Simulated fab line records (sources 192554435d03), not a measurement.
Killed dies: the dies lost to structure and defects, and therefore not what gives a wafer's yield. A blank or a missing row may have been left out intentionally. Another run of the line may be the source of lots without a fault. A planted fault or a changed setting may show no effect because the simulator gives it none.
fab line records | flow n5-finfet
[record] lots = 7 | wafers = 21 | last-day = 14
route steps=1938 shown BEOL_M2@862
lots that met no fault: from a run of the same line without faults
start-h: hours from the record's opening day to when the first of the lot's shown wafers began | wait-h: hours from the lot's prior step to this one | " the same as in the row above | L1.1+2: a single row standing in for several wafers | - no value, or no start was given | * or withheld: withheld | < > ~ a bound
route shown NAME@n: names a module that has steps shown in the file, with the first one's number in the route | usual: the fault-free wafers' mean and standard deviation | same: alike in all rows | chamber/n: place in a boat | sites: each site's reading | _std_site: the values' standard deviation | _edge_site: the outer-site mean with the inner-site mean subtracted | radius-mm: for every site, how far away it sits from the centre of the wafer | mask NAME#n: copy n | behind: tool/chamber where the wafer was last shaped | hold: cause of the lot's hold/its duration in hours/its outcome | device: the n, p or np transistor that did not switch | end of line: tests run on the same wafers once the route is complete | step lacking rows: just its recipe | killed: count of dies lost to structure and defects at first sort (not the wafer's yield) | map: shows each die of a wafer: x if killed, . if not, _ if none is there
set.NAME: the setting as run; set.NAME@STEP: as run at that earlier step | model.NAME: the simulator's own value behind a step, which no gauge read
a table for each step, a row for each wafer; lots at some steps of the route
services: a tool's chamber out of use, with start hour (start-h, from the record's first day; less than 0 if before it), hours out, and reason
[[steps]]
[step N5_BEOL_M2_STRIP_75]
[recipe] chemistry = N2/H2 | temp-c = 40 | n2-flow-sccm = 200 | h2-flow-sccm = 200 | rf-frequency-hz = 6e+07
[step N5_BEOL_M2_STRIP_66]
[recipe] chemistry = CF4 | resist = SiARC | power-w = 300 | bias-power-w = 75 | pressure-mtorr = 50 | cf4-flow-sccm = 150 | rf-frequency-hz = 6e+07
[usual] bias-power-w = 74.99/0.22 | cf4-flow-sccm = 150.0/0.42 | drypump-motor-current-A = 5.7/0.45 | oes-product-au = 0.77/0.094 | rf-vpp-V = 270.7/1.5 | showerhead-plenum-p-Torr = 1.77/0.063 | throttle-valve-pct = 13.5/0.31
lot.wafer | tool        | chamber | start-h | wait-h | bias-power-w | cf4-flow-sccm | drypump-motor-current-A | oes-product-au | rf-hours-counter-h | rf-vpp-V | showerhead-plenum-p-Torr | throttle-valve-pct
L631.1    | rie-diel-05 | 3       | 132.10  | 0.0    | 74.96        | 150.1         | 5.6                     | 0.67           | 255                | 271.0    | 1.77                     | 13.9
L631.2    | "           | 2       | "       | "      | 75.15        | 150.2         | 5.1                     | 0.72           | 189                | 272.5    | 1.87                     | 13.6
L631.4    | "           | 0       | "       | "      | 74.89        | 149.8         | 5.7                     | 0.69           | 224                | 268.8    | 1.70                     | 13.8
L635.2    | rie-diel-06 | 2       | 155.70  | 0.0    | 75.10        | 149.2         | 5.4                     | 0.71           | 189                | 268.9    | 1.71                     | 13.7
L635.3    | "           | 0       | "       | "      | 75.11        | 150.1         | 6.6                     | 0.70           | 236                | 271.4    | 1.79                     | 14.0
L635.4    | "           | 3       | "       | "      | 75.40        | 149.7         | 6.5                     | 0.86           | 45                 | 270.3    | 1.73                     | 13.3
L637.2    | rie-diel-04 | 1       | 175.52  | 0.0    | 74.54        | 149.5         | 5.2                     | 0.71           | 185                | 267.7    | 1.73                     | 13.5
L637.4    | "           | 2       | "       | "      | 74.52        | 150.2         | 5.8                     | 0.72           | 176                | 274.0    | 1.85                     | 13.7
L637.5    | "           | 3       | "       | "      | 74.90        | 149.8         | 5.3                     | 0.88           | -                  | 269.8    | 1.73                     | 13.0
L639.1    | rie-diel-05 | 0       | 180.14  | 0.0    | 75.12        | 150.5         | 5.7                     | 0.67           | 245                | 269.2    | 1.70                     | 13.9
L639.2    | "           | 2       | "       | "      | 74.94        | 150.1         | 5.1                     | 0.72           | 210                | 272.4    | 1.87                     | 13.6
L639.5    | "           | 0       | "       | "      | 74.76        | 149.7         | 5.7                     | 0.67           | -                  | 270.1    | 1.69                     | 13.8
L649.2    | rie-diel-04 | 3       | 243.01  | 0.0    | 75.38        | 150.6         | 5.3                     | 0.83           | 61                 | 270.7    | 1.73                     | 13.1
L649.5    | "           | 2       | "       | "      | 75.00        | 150.8         | 5.8                     | 0.70           | -                  | 271.9    | 1.84                     | 13.8
L649.6    | "           | 1       | "       | "      | 74.69        | 150.9         | 5.2                     | 0.70           | -                  | 269.3    | 1.73                     | 13.5
L651.1    | rie-diel-05 | 0       | 253.31  | 0.0    | 75.05        | 150.5         | 5.7                     | 0.89           | 13                 | 273.8    | 1.90                     | 13.3
L651.3    | "           | 3       | "       | "      | 75.11        | 149.4         | 5.6                     | 0.94           | 8                  | 270.9    | 1.76                     | 13.3
L651.6    | "           | 3       | "       | "      | 75.40        | 149.7         | 5.6                     | 0.94           | -                  | 270.4    | 1.76                     | 13.3
L652.1    | rie-diel-04 | 3       | 264.52  | 0.0    | 74.89        | 149.8         | 5.3                     | 0.83           | 69                 | 270.2    | 1.72                     | 13.1
L652.2    | "           | 0       | "       | "      | 74.68        | 150.4         | 5.6                     | 0.92           | 16                 | 273.2    | 1.90                     | 13.1
L652.4    | "           | 1       | "       | "      | 75.00        | 149.6         | 5.3                     | 0.69           | 219                | 269.4    | 1.72                     | 13.5
[step N5_BEOL_M2_HM_OPEN_17]
[recipe] chemistry = Cl2/BCl3 | target-depth-a = 200 | overetch-a = 60 | target = TiN | mask-material = SOC | ion-energy-ev = 150 | pressure-mtorr = 10 | icp-w = 1000 | bias-w = 126 | Cl2_flow_sccm = 53.25 | bcl3-flow-sccm = 21.75 | Ar_flow_sccm = 25
[usual] bias-w = 126.0/0.4 | drypump-motor-current-A = 5.48/0.19 | mfc-ar-sccm = 25.01/0.081 | oes-product-au = 0.66/0.09 | throttle-valve-pct = 22.22/0.19
lot.wafer | tool         | chamber | start-h | wait-h | bias-w | drypump-motor-current-A | mfc-ar-sccm | oes-product-au | rf-hours-counter-h | throttle-valve-pct
L631.1    | rie-metal-03 | 1       | 132.14  | 0.0    | 126.1  | 5.48                    | 25.04       | 0.57           | 98                 | 22.45
L631.2    | "            | 0       | "       | "      | 126.5  | 5.24                    | 24.94       | 0.69           | 30                 | 22.09
L631.4    | "            | 0       | "       | "      | 126.6  | 5.22                    | 24.97       | 0.69           | -                  | 22.10
L635.2    | rie-metal-02 | 0       | 155.74  | 0.0    | 125.7  | 5.50                    | 24.92       | 0.52           | 126                | 22.23
L635.3    | "            | 1       | "       | "      | 125.9  | 5.33                    | 24.89       | 0.74           | -                  | 22.30
L635.4    | "            | 0       | "       | "      | 125.8  | 5.49                    | 24.97       | 0.51           | -                  | 22.22
L637.2    | rie-metal-01 | 1       | 175.56  | 0.0    | 126.4  | 5.57                    | 25.09       | 0.76           | 12                 | 21.90
L637.4    | "            | 1       | "       | "      | 126.6  | 5.57                    | 25.15       | 0.77           | -                  | 21.90
L637.5    | "            | 0       | "       | "      | 126.1  | 5.88                    | 25.17       | 0.65           | -                  | 22.04
L639.1    | rie-metal-02 | 0       | 180.18  | 0.0    | 125.6  | 5.49                    | 25.13       | 0.51           | 127                | 22.24
L639.2    | "            | 1       | "       | "      | 125.6  | 5.32                    | 25.05       | 0.74           | 18                 | 22.31
L639.5    | "            | 1       | "       | "      | 125.8  | 5.33                    | 25.12       | 0.75           | -                  | 22.30
L649.2    | rie-metal-02 | 0       | 243.05  | 0.0    | 125.8  | 5.48                    | 24.94       | 0.81           | 1                  | 22.12
L649.5    | "            | 1       | "       | "      | 125.7  | 5.33                    | 25.05       | 0.71           | -                  | 22.34
L649.6    | "            | 0       | "       | "      | 125.7  | 5.48                    | 24.96       | 0.80           | -                  | 22.14
L651.1    | rie-metal-02 | 1       | 253.35  | 0.0    | 126.5  | 5.38                    | 24.92       | 0.72           | 25                 | 22.32
L651.3    | "            | 1       | "       | "      | 126.9  | 5.36                    | 24.92       | 0.72           | -                  | 22.32
L651.6    | "            | 0       | "       | "      | 126.1  | 5.51                    | 25.03       | 0.80           | -                  | 22.14
L652.1    | rie-metal-01 | 0       | 264.56  | 0.0    | 126.2  | 5.87                    | 24.95       | 0.63           | 51                 | 22.08
L652.2    | "            | 1       | "       | "      | 126.5  | 5.60                    | 25.01       | 0.73           | 20                 | 21.94
L652.4    | "            | 0       | "       | "      | 125.4  | 5.86                    | 25.05       | 0.64           | -                  | 22.08
[step N5_BEOL_M2_STRIP_19]
[recipe] chemistry = O2 | power-w = 400 | temp-c = 40 | pressure-mtorr = 30 | rf-frequency-hz = 6e+07 | bias-power-w = 0 | overash-fraction = 0.2 | o2-flow-sccm = 225
[usual] drypump-motor-current-A = 5.7/0.41 | oes-product-au = 0.77/0.098 | rf-vpp-V = 3.6/0.49 | showerhead-plenum-p-Torr = 2.07/0.081 | throttle-valve-pct = 16.63/0.29
[same] bias-power-w = 0
lot.wafer | tool        | chamber | start-h | wait-h | drypump-motor-current-A | oes-product-au | rf-hours-counter-h | rf-vpp-V | showerhead-plenum-p-Torr | throttle-valve-pct
L631.1    | rie-diel-06 | 1       | 132.25  | 0.1    | 6.0                     | 0.71           | 219                | 3.8      | 2.09                     | 17.12
L631.2    | "           | 3       | "       | "      | 6.5                     | 0.88           | 38                 | 4.4      | 2.02                     | 16.37
L631.4    | "           | 3       | "       | "      | 6.5                     | 0.89           | -                  | 3.0      | 2.03                     | 16.39
L635.2    | rie-diel-05 | 0       | 155.85  | 0.1    | 5.7                     | 0.68           | 234                | 3.1      | 2.01                     | 17.07
L635.3    | "           | 1       | "       | "      | 6.1                     | 0.87           | 36                 | 2.8      | 2.06                     | 16.39
L635.4    | "           | 2       | "       | "      | 5.1                     | 0.71           | -                  | 3.4      | 2.17                     | 16.54
L637.2    | rie-diel-06 | 2       | 175.67  | 0.1    | 5.4                     | 0.69           | 195                | 3.4      | 1.99                     | 16.77
L637.4    | "           | 1       | "       | "      | 6.0                     | 0.70           | 234                | 3.5      | 2.08                     | 17.15
L637.5    | "           | 2       | "       | "      | 5.4                     | 0.70           | -                  | 3.6      | 1.99                     | 16.76
L639.1    | rie-diel-06 | 1       | 180.29  | 0.1    | 6.0                     | 0.70           | 236                | 3.2      | 2.08                     | 17.17
L639.2    | "           | 0       | "       | "      | 6.6                     | 0.69           | 244                | 4.5      | 2.06                     | 17.01
L639.5    | "           | 2       | "       | "      | 5.4                     | 0.70           | -                  | 3.5      | 1.99                     | 16.78
L649.2    | rie-diel-06 | 2       | 243.34  | 0.3    | 5.5                     | 0.67           | 225                | 2.6      | 1.98                     | 16.82
L649.5    | "           | 1       | "       | "      | 6.0                     | 1.03           | -                  | 3.7      | 2.07                     | 16.68
L649.6    | "           | 0       | "       | "      | 6.6                     | 0.94           | -                  | 3.7      | 2.06                     | 16.50
L651.1    | rie-diel-04 | 3       | 253.47  | 0.1    | 5.3                     | 0.83           | 65                 | 4.1      | 2.03                     | 16.28
L651.3    | "           | 0       | "       | "      | 5.6                     | 0.93           | 12                 | 3.2      | 2.26                     | 16.34
L651.6    | "           | 2       | "       | "      | 5.8                     | 0.69           | -                  | 3.5      | 2.18                     | 16.96
L652.1    | rie-diel-06 | 0       | 264.85  | 0.3    | 6.6                     | 0.92           | 14                 | 3.8      | 2.05                     | 16.51
L652.2    | "           | 3       | "       | "      | 6.4                     | 0.82           | 88                 | 3.2      | 2.01                     | 16.48
L652.4    | "           | 2       | "       | "      | 5.5                     | 0.67           | 234                | 3.7      | 1.97                     | 16.84
[step N5_BEOL_M2_CD_MEAS_18]
[recipe] pitch-nm = 36 | target-cd-nm = 18
[usual] cd-nm = 18.0/0.44
lot.wafer | tool      | chamber | start-h | wait-h | cd-nm
L631.1    | cd-sem-02 | -       | 132.32  | 0.0    | 18.0
L631.2    | "         | -       | "       | "      | 17.7
L631.4    | "         | -       | "       | "      | 17.5
L635.2    | cd-sem-03 | -       | 155.93  | 0.1    | 17.8
L635.3    | "         | -       | "       | "      | 17.9
L635.4    | "         | -       | "       | "      | 18.6
L637.2    | cd-sem-01 | -       | 175.75  | 0.1    | 17.8
L637.4    | "         | -       | "       | "      | 17.6
L637.5    | "         | -       | "       | "      | 17.7
L639.1    | cd-sem-03 | -       | 180.36  | 0.0    | 17.5
L639.2    | "         | -       | "       | "      | 17.9
L639.5    | "         | -       | "       | "      | 18.2
L649.2    | cd-sem-01 | -       | 243.41  | 0.1    | 17.4
L649.5    | "         | -       | "       | "      | 17.2
L649.6    | "         | -       | "       | "      | 17.6
L651.1    | cd-sem-03 | -       | 253.54  | 0.0    | 18.1
L651.3    | "         | -       | "       | "      | 17.5
L651.6    | "         | -       | "       | "      | 17.5
L652.1    | cd-sem-02 | -       | 264.92  | 0.0    | 18.1
L652.2    | "         | -       | "       | "      | 18.3
L652.4    | "         | -       | "       | "      | 18.1
[step N5_BEOL_M2_COAT_67]
[recipe] resist = SOC | temp-c = 250 | time-s = 60 | spin-rpm = 1500 | resist-thk-nm = 60
[step N5_BEOL_M2_COAT_68]
[recipe] resist = SiARC | temp-c = 220 | time-s = 60 | spin-rpm = 1500 | resist-thk-nm = 12
[step N5_BEOL_M2_COAT_76]
[recipe] resist = underlayer | temp-c = 205 | time-s = 60 | spin-rpm = 1500 | resist-thk-nm = 5
[step N5_BEOL_M2_COAT_22]
[recipe] resist = CAR-EUV | spin-rpm = 1500 | resist-thk-nm = 30
[step N5_BEOL_M2_EBR_24]
[recipe] solvent = PGMEA | ebr-width-mm = 1.5
[step N5_BEOL_M2_SOFTBAKE_23]
[recipe] temp-c = 110 | time-s = 60 | resist = CAR-EUV
[step N5_BEOL_M2_EXPOSE_25]
[recipe] mask-id = V1 | na = 0.33 | source-shape = quasar | sigma-inner = 0.2 | sigma-outer = 0.8 | polarization = unpolarized | defocus-nm = 5 | dose-mj = 63
[step N5_BEOL_M2_PEB_26]
[recipe] peb-temp-c = 100 | peb-time-s = 60 | resist = CAR-EUV
[usual] chill-plate-temp-C = 22.98/0.087 | exhaust-pa = 45.0/0.75
lot.wafer | tool           | chamber | start-h | wait-h | chill-plate-temp-C | exhaust-pa
L631.1    | litho-track-01 | 0       | 132.70  | 0.1    | 23.08              | 45.9
L631.2    | "              | 0       | "       | "      | 23.04              | 45.1
L631.4    | "              | 0       | "       | "      | 22.88              | 45.1
L635.2    | litho-track-01 | 0       | 156.18  | 0.1    | 23.02              | 45.5
L635.3    | "              | 0       | "       | "      | 22.95              | 43.4
L635.4    | "              | 0       | "       | "      | 23.03              | 45.1
L637.2    | litho-track-04 | 0       | 176.12  | 0.1    | 22.85              | 44.9
L637.4    | "              | 0       | "       | "      | 22.92              | 44.7
L637.5    | "              | 0       | "       | "      | 23.03              | 45.2
L639.1    | litho-track-02 | 0       | 180.73  | 0.1    | 23.01              | 45.6
L639.2    | "              | 0       | "       | "      | 23.02              | 45.3
L639.5    | "              | 0       | "       | "      | 23.01              | 46.3
L649.2    | litho-track-01 | -       | 243.78  | 0.1    | -                  | -
L649.5    | "              | -       | "       | "      | -                  | -
L649.6    | "              | -       | "       | "      | -                  | -
L651.1    | litho-track-01 | -       | 253.91  | 0.1    | -                  | -
L651.3    | "              | -       | "       | "      | -                  | -
L651.6    | "              | -       | "       | "      | -                  | -
L652.1    | litho-track-04 | -       | 265.30  | 0.1    | -                  | -
L652.2    | "              | -       | "       | "      | -                  | -
L652.4    | "              | -       | "       | "      | -                  | -
[step N5_BEOL_M2_DEVELOP_27]
[recipe] develop-time-s = 30 | developer = TMAH | resist = CAR-EUV | rinse-liquid = surfactant-rinse | dry = air-spin | dev-temp-c = 23
[[services]]
tool         | chamber | start-h | hours | kind
rie-diel-05  | 2       | 112.56  | 7.4   | repair
rie-diel-04  | 2       | 130.36  | 10.1  | repair
rie-metal-01 | 0       | 133.41  | 1.5   | repair
rie-diel-05  | 3       | 134.08  | 65.0  | repair
rie-diel-05  | 1       | 183.09  | 9.7   | repair
rie-diel-06  | 0       | 194.55  | -     | clean
rie-diel-06  | 0       | 194.55  | -     | consumable-replace:focus-ring
rie-diel-06  | 0       | 194.55  | 34.3  | scheduled-down
rie-diel-06  | 0       | 194.55  | 34.3  | vent-cycle
rie-diel-05  | 0       | 199.06  | -     | clean
rie-diel-05  | 0       | 199.06  | -     | consumable-replace:focus-ring
rie-diel-05  | 0       | 199.06  | -     | consumable-replace:showerhead
rie-diel-05  | 0       | 199.06  | 18.2  | scheduled-down
rie-diel-05  | 0       | 199.06  | 18.2  | vent-cycle
rie-metal-02 | 0       | 204.74  | -     | clean
rie-metal-02 | 1       | 209.25  | 8.3   | repair
rie-diel-05  | 3       | 209.61  | 4.5   | repair
rie-diel-05  | 0       | 223.81  | 5.5   | repair
rie-diel-06  | 1       | 228.90  | -     | clean
rie-diel-06  | 1       | 228.90  | -     | consumable-replace:focus-ring
rie-diel-06  | 1       | 228.90  | 14.3  | scheduled-down
rie-diel-06  | 1       | 228.90  | 14.3  | vent-cycle
rie-metal-02 | -       | 233.44  | 1.1   | repair
rie-metal-03 | 0       | 240.05  | 54.4  | repair
[[key]]
[first-sign] step = N5_BEOL_M2_PEB_26 | reading = tool-record | direction = missing
effect none on later readings
met-at N5_BEOL_M2_PEB_26
struck-wafers L649.2,L649.5,L649.6,L651.1,L651.3,L651.6,L652.1,L652.2,L652.4
rows-end L649.2,L649.5,L649.6,L651.1,L651.3,L651.6,L652.1,L652.2,L652.4
onset-between 176.12 243.78
[fault] kind = skipped-step-whole | tool = litho-track-01,litho-track-04 | chamber = - | onset-h = 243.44 | steps = N5_BEOL_M2_PEB_26 | scope = struck-lots-only
// rows-end: these wafers met a further fault down the route, and their rows from its step on are left out
